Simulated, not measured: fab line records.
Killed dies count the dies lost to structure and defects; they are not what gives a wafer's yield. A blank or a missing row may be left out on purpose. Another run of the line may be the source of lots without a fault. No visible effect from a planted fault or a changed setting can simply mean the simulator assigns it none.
A struck lot beside a sound one :: flow nand-harc :: 15 out of 1302 route steps
Sound: wafers L264.1, L264.2, L264.4. Struck: wafers L279.5, L279.6. The cause comes at the end.
Order at every step that has rows: each side's tool, ch and its chambers, its first start. Under that, the readings that differ: sound wafers :: struck wafers :: difference of the means :: sigmas: that difference in standard deviations of wafers without a fault.
alike: same words and numbers on both sides, and readings whose means sit less than 2 such deviations apart. not compared: any withheld reading, any reading some wafer has no value for, any bound like >300 that may hide the same value, and any number with overlapping values for which the record gives no deviation.
A row with sigmas, a row that says differs or no value, or rows on one side alone: a step with any of these is where the two part. When numbers do not overlap yet have no deviation, they are printed without sigmas and do not part them. A reading missing from all wafers of one side parts the sides only when that side holds two or more wafers.

first, 3 steps without rows for these wafers: NHARC_A_CHANNEL_HOLE_D1_STRIP_41 (strips in N2/H2); NHARC_A_CHANNEL_HOLE_D1_STRIP_42 (strips in CF4/CHF3); NHARC_A_CHANNEL_HOLE_D1_STRIP_43 (strips in O2/COS).
NHARC_A_CHANNEL_HOLE_D1_ETCH_44: etches the open film in CF4/O2, target depth 140 nm, overetch 14 nm, time 77 s.
  sound on rie-diel-10 ch 0,2,3, day 10 20:19; struck on rie-diel-08 ch 0,3, day 17 04:00
reading: rf-hours-counter-h (h)
sound: 58 61 58
struck: - -
difference: no value on the struck wafers
sigmas: 
  alike: drypump-motor-current-A, mfc-ar-sccm, oes-product-au, rf-vpp-V, showerhead-plenum-p-Torr, throttle-valve-pct
NHARC_A_CHANNEL_HOLE_D1_STRIP_27: strips in O2.
  sound on rie-diel-10 ch 0,1,3; struck on rie-diel-08 ch 1,3
reading: rf-hours-counter-h (h)
sound: 52 58 58
struck: - -
difference: no value on the struck wafers
sigmas: 
  alike: drypump-motor-current-A, mfc-ar-sccm, oes-product-au, rf-vpp-V, showerhead-plenum-p-Torr, throttle-valve-pct
then, 2 steps without rows for these wafers: NHARC_A_CHANNEL_HOLE_D1_PRECLEAN_28 (cleans in SC1); NHARC_A_CHANNEL_HOLE_D1_SRD_29.
NHARC_A_CHANNEL_HOLE_D1_CD_MEAS_30:
  sound: cd-sem-03 at day 10 21:08; struck: cd-sem-02 at day 17 04:54
  alike: cd-nm
NHARC_A_CHANNEL_HOLE_D1_XSEM_31:
  sound on xsem-02 ch 0, day 10 21:14; struck on xsem-01 ch 0, day 17 04:59
  alike: bot-cd-nm, bow-nm, tilt-deg
NHARC_A_CHANNEL_HOLE_D1_INSPECT_40:
  sound: defect-inspect-02 at day 10 21:20; struck: defect-inspect-01 at day 17 05:05
  alike: raw-defect-count
then, 2 steps without rows for these wafers: NHARC_A_CHANNEL_FILL_D1_PRECLEAN_00 (cleans in SC1); NHARC_A_CHANNEL_FILL_D1_SRD_01.
NHARC_A_CHANNEL_FILL_D1_ALD_02: deposits SiO2, target thk 6 nm, pulse time 10 s, ald cycles 60.
  sound on ald-hk-04 ch 0,2,3, day 10 21:31; struck on ald-hk-04 ch 0,1, day 17 05:37
reading: ald-cycles
sound: 60 60 60
struck: 72 72
difference: +12
sigmas: 
  alike: heater-power-w, precursor-pulse-height-rel
NHARC_A_CHANNEL_FILL_D1_ALD_03: deposits SiNx, target thk 6 nm, pulse time 60 s, ald cycles 58.
  sound on ald-sin-batch-01 ch 0; struck on ald-sin-batch-02 ch 0
  alike: precursor-pulse-height-rel
  not compared: ald-cycles
-- record jumps: 16 days between struck wafers' starts before vs after; left off in module A_CHANNEL_FILL_D1, resumes in module END, first step shown is number 1302 of the route --
NHARC_END_SORT_01:
  sound on prober-01 ch 0, day 26 16:47; struck on prober-01 ch 0, day 32 19:10
reading: killed-at-periphery
sound: 0 1 2
struck: 2 13
difference: +6
sigmas: +3
  alike: killed-at-array, killed-at-other, killed-dies, killed-open, killed-short

WHERE THEY PART
First at NHARC_A_CHANNEL_HOLE_D1_ETCH_44; last, within this record, at NHARC_END_SORT_01.

WHY: the cause the simulator had injected
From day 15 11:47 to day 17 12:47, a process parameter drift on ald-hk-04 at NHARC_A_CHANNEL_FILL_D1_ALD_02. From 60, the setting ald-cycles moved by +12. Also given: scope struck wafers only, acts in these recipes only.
